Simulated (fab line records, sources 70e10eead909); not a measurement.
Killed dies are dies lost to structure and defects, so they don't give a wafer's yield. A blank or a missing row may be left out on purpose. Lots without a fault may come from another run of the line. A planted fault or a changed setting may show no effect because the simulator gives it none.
Chamber matching | flow nand_harc | NHARC_A_STAIRCASE_DEP_322 on pecvd-02: 3 sister chambers
The step deposits SiO2, target thk 7200 nm. 16 wafers are shown with their chamber, then 8 later ones without.

WAFERS WITH THEIR CHAMBER
wafer  | chamber | heater_power_outer_w (W) | heater_power_w (W) | mfc_precursor_sccm (sccm)
L077.1 | 1       | 370                      | 653                | 200.1
L077.2 | 0       | 542                      | 877                | 200.1
L077.3 | 2       | 512                      | 830                | 200.1
L078.1 | 1       | 393                      | 684                | 200.4
L078.2 | 2       | 455                      | 734                | 200.0
L078.6 | 0       | 413                      | 727                | 200.2
L079.2 | 2       | 537                      | 895                | 200.6
L079.3 | 0       | 499                      | 808                | 199.5
L079.5 | 0       | 409                      | 695                | 199.5
L083.1 | 1       | 339                      | 629                | 199.5
L083.3 | 0       | 436                      | 708                | 200.2
L083.6 | 0       | 403                      | 704                | 200.2
L085.1 | 1       | 372                      | 672                | 200.0
L085.2 | 0       | 455                      | 742                | 200.3
L085.5 | 1       | 297                      | 530                | 200.2
L088.2 | 2       | 482                      | 794                | 199.6

SIGNATURES (means of the wafers above)
reading              | chamber 0 | chamber 1 | chamber 2 | scatter within a chamber
heater_power_outer_w | 451.00    | 354.20    | 496.50    | 44.5
heater_power_w       | 751.57    | 633.60    | 813.25    | 65.5
mfc_precursor_sccm   | 200.000   | 200.040   | 200.075   | 0.359
Rule: a wafer's distance from a chamber is the root of the sum, over the readings, of the square of ((its reading less the chamber's mean) divided by the reading's scatter). The wafer belongs to the nearest chamber; if the next one is less than 2 further off, it can't be placed. The scatter: the root of (the sum of the squares of (reading less its chamber's mean) over the shown wafers, divided by (wafers less chambers)).

WAFERS WITHOUT THEIR CHAMBER
wafer  | heater_power_outer_w (W) | heater_power_w (W) | mfc_precursor_sccm (sccm)
L088.3 | 539                      | 889                | 199.7
L088.5 | 292                      | 550                | 199.5
L089.1 | 360                      | 637                | 200.1
L089.2 | 428                      | 738                | 199.5
L089.3 | 492                      | 849                | 199.9
L095.1 | 549                      | 885                | 200.5
L095.3 | 420                      | 690                | 199.2
L095.5 | 307                      | 573                | 199.9

WHICH CHAMBER EACH WENT THROUGH
wafer  | from the rows above          | in truth
L088.3 | can't be placed: 2 or 0      | 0
L088.5 | 1                            | 1
L089.1 | 1                            | 1
L089.2 | can't be placed: 0 or 2 or 1 | 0
L089.3 | can't be placed: 2 or 0      | 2
L095.1 | can't be placed: 2 or 0      | 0
L095.3 | can't be placed: 0 or 1 or 2 | 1
L095.5 | 1                            | 1
Placed correctly: 3 of 8. Can't be placed from these rows: 5 (the true chamber is among the candidates in 5). Placed wrongly: 0.
